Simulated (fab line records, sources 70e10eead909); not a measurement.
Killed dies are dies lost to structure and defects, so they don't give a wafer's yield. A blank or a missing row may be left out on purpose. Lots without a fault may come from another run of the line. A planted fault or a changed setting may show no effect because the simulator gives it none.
Tool commonality check | flow nand_harc | 2 lots, 6 wafers sampled

WHY IT WAS OPENED
At NHARC_END_SORT_01 the reading killed_at_array is flagged on 2 of 2 lots. Wafers without a fault read 62, standard deviation 15.
Rule: a lot is flagged when every wafer of it that has a number lies more than 4 standard deviations from that mean, or none has a number. The other lots count as sound.

lot  | measured     | on        | killed_at_array, wafer by wafer | flag
L299 | day 33 15:49 | prober-02 | 308 318 312                     | FLAGGED
L301 | day 34 00:46 | prober-01 | 262 285 274                     | FLAGGED
The numbers of the flagged lots are 293 on average: +231 against the usual, or +15 standard deviations.

WHICH TOOL RAN EACH LOT
The record holds 3 process steps before the reading, out of a route of 1302 steps. In each cell: the tool, then ch and the chambers that the sampled wafers went through, then the start.
lot  | flag    | NHARC_A_BONDPAD_ECD_18         | NHARC_THIN_TSV_STRIP_62              | NHARC_THIN_TSV_PVD_51
L299 | FLAGGED | ecd_cu-01 ch 0,1, day 32 09:50 | plasma_asher-01 ch 0,1, day 33 01:53 | pvd_sputter-02, day 33 06:38 or earlier
L301 | FLAGGED | ecd_cu-01 ch 0,1, day 32 20:05 | plasma_asher-01 ch 0,1, day 33 12:12 | pvd_sputter-01, day 33 17:07 or earlier
What these steps do:
- NHARC_A_BONDPAD_ECD_18: material Cu, target thk 400 nm.
- NHARC_THIN_TSV_STRIP_62: strips in N2/H2, time 20 s.
- NHARC_THIN_TSV_PVD_51: deposits Cu, target thk 100 nm.
- NHARC_END_SORT_01

FLAGGED OVER TOTAL, TOOL BY TOOL (the gauges that took the reading come last)
step                    | tool            | lots run | flagged | share of the flagged lots | sound lots run after its first flagged lot
NHARC_A_BONDPAD_ECD_18  | ecd_cu-01       | 2        | 2       | all                       | 0
NHARC_THIN_TSV_STRIP_62 | plasma_asher-01 | 2        | 2       | all                       | 0
NHARC_THIN_TSV_PVD_51   | pvd_sputter-01  | 1        | 1       | some                      | 0
NHARC_THIN_TSV_PVD_51   | pvd_sputter-02  | 1        | 1       | some                      | 0
NHARC_END_SORT_01       | prober-01       | 1        | 1       | some                      | 0
NHARC_END_SORT_01       | prober-02       | 1        | 1       | some                      | 0
NHARC_THIN_TSV_PVD_51 gives no start for some lots, so the hours and the order of its lots are those of NHARC_THIN_TSV_CD_MEAS_37.

WHAT THE TABLE ALLOWS
2 rows of the table ran every flagged lot: ecd_cu-01 at NHARC_A_BONDPAD_ECD_18, plasma_asher-01 at NHARC_THIN_TSV_STRIP_62.
- ecd_cu-01 at NHARC_A_BONDPAD_ECD_18: 2 of its 2 lots flagged. It ran no sound lot before its first flagged lot in this sample, so the start can't be narrowed down.
- plasma_asher-01 at NHARC_THIN_TSV_STRIP_62: 2 of its 2 lots flagged. It ran no sound lot before its first flagged lot in this sample, so the start can't be narrowed down.
Counting lots can't tell these 2 tools apart, because each fits a fault that began at some hour. More lots, or a look at what each step does to the wafer, might.

WHAT THE SIMULATOR HAD PUT IN
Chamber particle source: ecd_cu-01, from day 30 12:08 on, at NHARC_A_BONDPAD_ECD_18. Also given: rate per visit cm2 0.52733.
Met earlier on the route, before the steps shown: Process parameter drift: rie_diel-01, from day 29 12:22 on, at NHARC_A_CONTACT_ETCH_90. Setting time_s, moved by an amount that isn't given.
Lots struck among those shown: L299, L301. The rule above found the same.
